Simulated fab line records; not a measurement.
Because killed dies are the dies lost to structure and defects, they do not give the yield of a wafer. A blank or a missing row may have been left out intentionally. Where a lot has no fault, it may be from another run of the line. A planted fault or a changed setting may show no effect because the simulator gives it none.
fab line records -- flow n5-finfet -- part 2 of 2: steps 23 to 30 of 30
record: lots: 5, wafers: 15, last-day: 16
route steps=1938 shown BEOL_M7@1303 BEOL_M8@1332
lots that met no fault: taken from a fault-free run of the same line
start-h: the number of hours between the record's first day and the start of the first shown wafer of the lot -- wait-h: hours since the lot's step before -- " identical to the entry in the row above -- L1.1+2: several wafers, shown together as one row -- - either no value or no given start -- * or withheld: withheld -- < > ~ a bound
route shown NAME@n: names a module that has steps shown in the file, with the first one's number in the route -- usual: the fault-free wafers' mean and standard deviation -- same: alike in all rows -- chamber/n: place in a boat -- sites: each site's reading -- _std_site: the values' standard deviation -- _edge_site: inner sites' mean taken away from outer sites' mean -- radius-mm: for every site, how far away it sits from the centre of the wafer -- mask NAME#n: copy n -- behind: tool/chamber where the wafer was last shaped -- hold: why the lot was held/for how many hours/how that ended -- device: the n, p or np transistor that did not switch -- end of line: the route-end tests of the same wafers -- a step given without rows: its recipe and nothing more -- killed: dies lost to structure and defects at the first sort, not the wafer's yield -- map: shows each die of a wafer: x if killed, . if not, _ if none is there
set.NAME: the setting the step ran with; set.NAME@STEP: the setting that earlier step ran with -- model.NAME: the simulator's own value behind a step, which no gauge read
lots seen at some steps along the route; tables by step, rows by wafer
services: the hour from which a tool's chamber was out of use, counted from the record's first day as start-h (under 0 if before that day), plus the number of hours and why
== steps ==
step: N5_BEOL_M7_ANNEAL_51
recipe: temp-c: 225, time-s: 90, ambient: N2
usual: wafer_temp_C_max: 226.1/0.4
lot.wafer,tool,chamber,start-h,wait-h,wafer_temp_C_max
L079.1,rtp-anneal-01,0,225.30,0.1,225.6
L079.2,rtp-anneal-01,0,225.30,0.1,225.5
L079.5,rtp-anneal-01,0,225.30,0.1,225.8
L080.2,rtp-anneal-01,0,225.62,0.2,225.7
L080.3,rtp-anneal-01,0,225.62,0.2,225.7
L080.5,rtp-anneal-01,0,225.62,0.2,225.5
L083.3,rtp-anneal-01,0,246.52,0.2,225.8
L083.4,rtp-anneal-01,0,246.52,0.2,225.9
L083.6,rtp-anneal-01,0,246.52,0.2,225.7
L086.3,rtp-anneal-02,0,272.86,0.7,226.7
L086.5,rtp-anneal-02,0,272.86,0.7,226.2
L086.6,rtp-anneal-02,0,272.86,0.7,226.2
L091.2,rtp-anneal-02,0,296.25,0.1,225.8
L091.5,rtp-anneal-02,0,296.25,0.1,226.1
L091.6,rtp-anneal-02,0,296.25,0.1,226.3
step: N5_BEOL_M7_CMP_52
recipe: stop-on: SiCOH_lowk, t-overpolish-s: 6.9, down-force-psi: 1, platen-rpm: 50, clearing-platen-down-force-psi: 1.5, clearing-platen-rpm: 50, post-cmp-clean: cu-alkaline, target-thk-nm: 80, clearing-platen-pad-velocity-m-s: 0.99484, pad-velocity-m-s: 0.99484
usual: barrier-field-endpoint-s: 28.8/0.74, clearing-platen-down-force-psi: 1.4997/0.0024, head-pressure-psi: 1.0003/0.0022, motor-current-A: 6.1/0.69, overpolish-run-s: 6.900/0.009, retaining-ring-pressure-frac: 1.000/0.0053, time-to-endpoint-s: 62/3.2
lot.wafer,tool,chamber,start-h,wait-h,barrier-field-endpoint-s,clearing-platen-down-force-psi,head-pressure-psi,motor-current-A,overpolish-run-s,retaining-ring-pressure-frac,time-to-endpoint-s
L079.2,cmp-03,0,225.60,0.2,28.4,1.4986,1.0002,5.5,6.894,1.008,64
L079.1,cmp-03,2,225.60,0.2,29.2,1.4992,0.9997,7.3,6.900,0.998,70
L079.5,cmp-03,0,225.60,0.2,29.8,1.4986,0.9987,5.7,6.900,1.011,67
L080.3,cmp-04,3,225.88,0.2,29.4,1.5039,1.0008,5.8,6.893,1.001,63
L080.2,cmp-04,2,225.88,0.2,29.7,1.5001,0.9972,5.3,6.901,0.994,64
L080.5,cmp-04,0,225.88,0.2,29.6,1.4969,0.9984,5.1,6.888,1.009,62
L083.3,cmp-02,0,246.73,0.2,29.1,1.5005,1.0002,5.9,6.904,1.002,64
L083.4,cmp-02,1,246.73,0.2,29.1,1.5018,1.0043,5.8,6.878,1.004,61
L083.6,cmp-02,0,246.73,0.2,28.5,1.4946,1.0045,5.6,6.882,1.000,63
L086.3,cmp-04,3,273.07,0.2,28.1,1.4948,1.0014,5.1,6.899,1.002,63
L086.5,cmp-04,3,273.07,0.2,28.9,1.5009,1.0007,5.6,6.916,0.996,66
L086.6,cmp-04,0,273.07,0.2,29.0,1.5058,0.9989,5.6,6.895,1.003,64
L091.2,cmp-03,3,296.52,0.2,28.1,1.4986,1.0018,7.4,6.899,0.993,56
L091.5,cmp-03,3,296.52,0.2,27.3,1.4992,1.0008,7.2,6.891,0.997,55
L091.6,cmp-03,0,296.52,0.2,29.2,1.4980,1.0010,5.4,6.899,0.999,63
step: N5_BEOL_M7_THK_MEAS_53
recipe: thk-meas-gauge: xrf, reads: Cu_of_BEOL_M7_ECD_50
usual: M7_THK: 78.4/1.8
lot.wafer,tool,chamber,start-h,wait-h,M7_THK[nm]
L079.1,film-metro-01,-,225.89,-,80.8
L079.2,film-metro-01,-,225.89,-,80.5
L079.5,film-metro-01,-,225.89,-,77.9
L080.2,film-metro-02,-,226.18,-,78.1
L080.3,film-metro-02,-,226.18,-,78.2
L080.5,film-metro-02,-,226.18,-,79.8
L083.3,film-metro-02,-,247.03,-,78.6
L083.4,film-metro-02,-,247.03,-,76.0
L083.6,film-metro-02,-,247.03,-,80.2
L086.3,film-metro-02,-,273.36,-,78.4
L086.5,film-metro-02,-,273.36,-,79.3
L086.6,film-metro-02,-,273.36,-,81.2
L091.2,film-metro-02,-,296.81,-,73.2
L091.5,film-metro-02,-,296.81,-,73.9
L091.6,film-metro-02,-,296.81,-,76.6
step: N5_BEOL_M7_PRE_CLEAN_55
recipe: gas: NH3, time-s: 15, temp-c: withheld, rf-power-w: 300
lot.wafer,tool,chamber,start-h,wait-h
L079.1+2+5,pecvd-04,"1,0,2",225.93,0.0
L080.2+3+5,pecvd-03,"2,0,2",226.21,0.0
L083.3+4+6,pecvd-04,"0,0,1",247.06,0.0
L086.3+5+6,pecvd-04,"1,1,2",273.40,0.0
L091.2+5+6,pecvd-04,"1,1,2",296.85,0.0
step: N5_BEOL_M7_DEP_56
recipe: material: SiCN, target-thk-a: 100, temp-c: withheld, precursor: 3MS/NH3, pressure-torr: 3, rf-w: 202, time-s: 17.5
usual: chamber-pressure-Torr: 3.000/0.0057, showerhead-plenum-p-Torr: 3.671/0.019, throttle-valve-pct: 9.0/0.48
lot.wafer,tool,chamber,start-h,wait-h,chamber-pressure-Torr,showerhead-plenum-p-Torr,throttle-valve-pct
L079.1,pecvd-04,1,225.96,0.0,2.990,3.702,8.9
L079.2,pecvd-04,0,225.96,0.0,2.995,3.655,8.8
L079.5,pecvd-04,2,225.96,0.0,2.995,3.651,8.4
L080.2,pecvd-03,2,226.24,0.0,3.004,3.666,8.8
L080.3,pecvd-03,0,226.24,0.0,3.000,3.679,9.1
L080.5,pecvd-03,2,226.24,0.0,2.995,3.676,8.8
L083.3,pecvd-04,0,247.09,0.0,2.995,3.659,8.8
L083.4,pecvd-04,0,247.09,0.0,2.990,3.649,9.0
L083.6,pecvd-04,1,247.09,0.0,3.009,3.704,9.1
L086.3,pecvd-04,1,273.42,0.0,2.993,3.695,9.2
L086.5,pecvd-04,1,273.42,0.0,3.002,3.704,9.2
L086.6,pecvd-04,2,273.42,0.0,3.003,3.664,8.0
L091.2,pecvd-04,1,296.88,0.0,3.005,3.710,8.9
L091.5,pecvd-04,1,296.88,0.0,2.990,3.693,9.0
L091.6,pecvd-04,2,296.88,0.0,3.004,3.667,8.1
step: N5_BEOL_M7_RS_MEAS_57
recipe: thk-meas-gauge: four-point-probe, reads: Cu_of_BEOL_M7_ECD_50+Co_of_BEOL_M7_CVD_78+TaN_of_BEOL_M7_ALD_77
usual: M7_RS: 0.288/0.008
lot.wafer,tool,chamber,start-h,wait-h,M7_RS[ohm/sq]
L079.1,film-metro-02,-,226.02,0.1,0.278
L079.2,film-metro-02,-,226.02,0.1,0.280
L079.5,film-metro-02,-,226.02,0.1,0.292
L080.2,film-metro-02,-,226.31,0.1,0.289
L080.3,film-metro-02,-,226.31,0.1,0.289
L080.5,film-metro-02,-,226.31,0.1,0.283
L083.3,film-metro-02,-,247.16,0.1,0.287
L083.4,film-metro-02,-,247.16,0.1,0.297
L083.6,film-metro-02,-,247.16,0.1,0.280
L086.3,film-metro-01,-,273.50,0.1,0.287
L086.5,film-metro-01,-,273.50,0.1,0.283
L086.6,film-metro-01,-,273.50,0.1,0.275
L091.2,film-metro-02,-,296.95,0.1,0.312
L091.5,film-metro-02,-,296.95,0.1,0.310
L091.6,film-metro-02,-,296.95,0.1,0.298
step: N5_BEOL_M7_INSPECT_58
recipe: inspect-instrument: darkfield, mode: post-dep
usual: raw-defect-count: 75/26
lot.wafer,tool,chamber,start-h,wait-h,raw-defect-count
L079.1,defect-inspect-01,-,226.05,0.0,50
L079.2,defect-inspect-01,-,226.05,0.0,53
L079.5,defect-inspect-01,-,226.05,0.0,96
L080.2,defect-inspect-01,-,226.33,0.0,49
L080.3,defect-inspect-01,-,226.33,0.0,93
L080.5,defect-inspect-01,-,226.33,0.0,60
L083.3,defect-inspect-02,-,247.18,0.0,61
L083.4,defect-inspect-02,-,247.18,0.0,41
L083.6,defect-inspect-02,-,247.18,0.0,77
L086.3,defect-inspect-01,-,273.52,0.0,41
L086.5,defect-inspect-01,-,273.52,0.0,49
L086.6,defect-inspect-01,-,273.52,0.0,71
L091.2,defect-inspect-01,-,296.97,0.0,99
L091.5,defect-inspect-01,-,296.97,0.0,84
L091.6,defect-inspect-01,-,296.97,0.0,93
step: N5_BEOL_M8_ILD_DEP_00
recipe: material: SiCOH_lowk, target-thk-a: 1797.5, temp-c: 300, precursor: DEMS/porogen, pressure-torr: 5, rf-w: 500, time-s: 33.4
usual: chamber-pressure-Torr: 5.000/0.011, heater-power-w: 309/49, showerhead-plenum-p-Torr: 5.745/0.016, throttle-valve-pct: 13.9/0.64
lot.wafer,tool,chamber,start-h,wait-h,chamber-pressure-Torr,heater-power-w,showerhead-plenum-p-Torr,throttle-valve-pct
L079.1,pecvd-02,1,226.09,0.0,5.020,285,5.751,13.6
L079.2,pecvd-02,0,226.09,0.0,4.993,326,5.737,14.9
L079.5,pecvd-02,0,226.09,0.0,4.999,347,5.747,14.8
L080.2,pecvd-02,1,226.37,0.0,4.994,277,5.752,13.6
L080.3,pecvd-02,2,226.37,0.0,4.986,399,5.737,13.5
L080.5,pecvd-02,1,226.37,0.0,4.993,283,5.762,13.8
L083.3,pecvd-02,0,247.22,0.0,4.990,366,5.748,14.7
L083.4,pecvd-02,1,247.22,0.0,5.013,304,5.752,13.6
L083.6,pecvd-02,0,247.22,0.0,4.984,361,5.747,14.7
L086.3,pecvd-02,1,273.56,0.0,5.000,294,5.759,13.7
L086.5,pecvd-02,1,273.56,0.0,5.002,293,5.755,13.8
L086.6,pecvd-02,2,273.56,0.0,4.998,390,5.736,13.3
L091.2,pecvd-03,2,297.01,0.0,5.004,254,5.752,13.4
L091.5,pecvd-03,1,297.01,0.0,4.991,218,5.722,14.4
L091.6,pecvd-03,0,297.01,0.0,4.993,324,5.768,13.9
== services ==
tool,chamber,start-h,hours,kind
cmp-04,-,203.67,4.3,repair
rie-diel-06,1,206.40,12.2,repair
rie-diel-06,-,215.37,0.3,repair
rie-diel-03,3,218.34,1.6,repair
rie-diel-03,-,218.39,7.2,repair
uv-cure-02,-,225.05,0.6,repair
cmp-03,-,226.34,4.0,pm
cmp-02,-,226.72,6.0,repair
rie-diel-03,3,231.56,-,clean
rie-diel-03,3,231.56,-,consumable-replace:focus-ring
rie-diel-03,3,231.56,15.0,scheduled-down
rie-diel-03,3,231.56,15.0,vent-cycle
rie-diel-06,3,248.87,4.0,repair
ald-metal-01,-,253.21,8.7,pm
uv-cure-03,-,258.81,7.5,pm
cmp-04,-,259.58,2.5,repair
cmp-03,-,262.06,3.9,pm
rie-diel-01,1,271.31,18.5,repair
rie-diel-01,2,282.41,8.8,repair
rie-diel-01,2,291.30,-,clean
rie-diel-01,2,291.30,-,consumable-replace:focus-ring
rie-diel-01,2,291.30,-,consumable-replace:showerhead
rie-diel-01,2,291.30,21.6,scheduled-down
rie-diel-01,2,291.30,21.6,vent-cycle
